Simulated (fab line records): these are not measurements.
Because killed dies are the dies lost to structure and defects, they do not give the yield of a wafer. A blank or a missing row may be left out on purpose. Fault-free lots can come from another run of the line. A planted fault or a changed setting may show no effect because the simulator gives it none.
Matching of chambers | flow n5Finfet | N5_FIN_SAQP_HM_DEP_72 on pecvd-01 has 3 sister chambers
The step deposits SiO2 from SiH4/N2O, target thk 12 nm, time 7.2 s. 6 wafers are shown with their chamber, then 8 later ones without.

## WAFERS WITH THEIR CHAMBER
wafer  | chamber | showerheadPlenumPTorr (Torr) | heaterPowerW (W)
L317.4 | 0       | 8.04                         | 779
L317.6 | 1       | 8.16                         | 629
L320.2 | 2       | 7.80                         | 797
L320.3 | 1       | 8.17                         | 647
L320.5 | 0       | 8.04                         | 732
L323.1 | 2       | 7.78                         | 896

## WAFERS MISSING THEIR CHAMBER
wafer  | showerheadPlenumPTorr (Torr) | heaterPowerW (W)
L323.4 | 7.78                         | 889
L323.6 | 8.18                         | 543
L332.5 | 7.77                         | 896
L332.6 | 8.17                         | 597
L333.2 | 8.04                         | 797
L333.5 | 8.01                         | 778
L334.1 | 7.80                         | 882
L334.4 | 7.81                         | 882

## EACH ONE'S CHAMBER
wafer  | from the rows above | in truth
L323.4 | 2                   | 2
L323.6 | 1                   | 1
L332.5 | 2                   | 2
L332.6 | 1                   | 1
L333.2 | 0                   | 0
L333.5 | 0                   | 0
L334.1 | 2                   | 2
L334.4 | 2                   | 2
8 of 8 placed correctly. From these rows, 0 cannot be placed. Wrongly placed: 0.
How it was worked out, from the rows above alone: a wafer's distance from a chamber is the root of the sum, over the readings, of the square of ((its reading less the chamber's mean) divided by the reading's scatter). If the next closest chamber is less than 2 further off than the closest, the wafer can't be placed; otherwise it belongs to the closest. Each chamber's mean is taken over the wafers shown for it. The scatter is the square root of a quotient: the sum, over the shown wafers, of each reading's squared deviation from its chamber's mean, divided by wafers minus chambers.
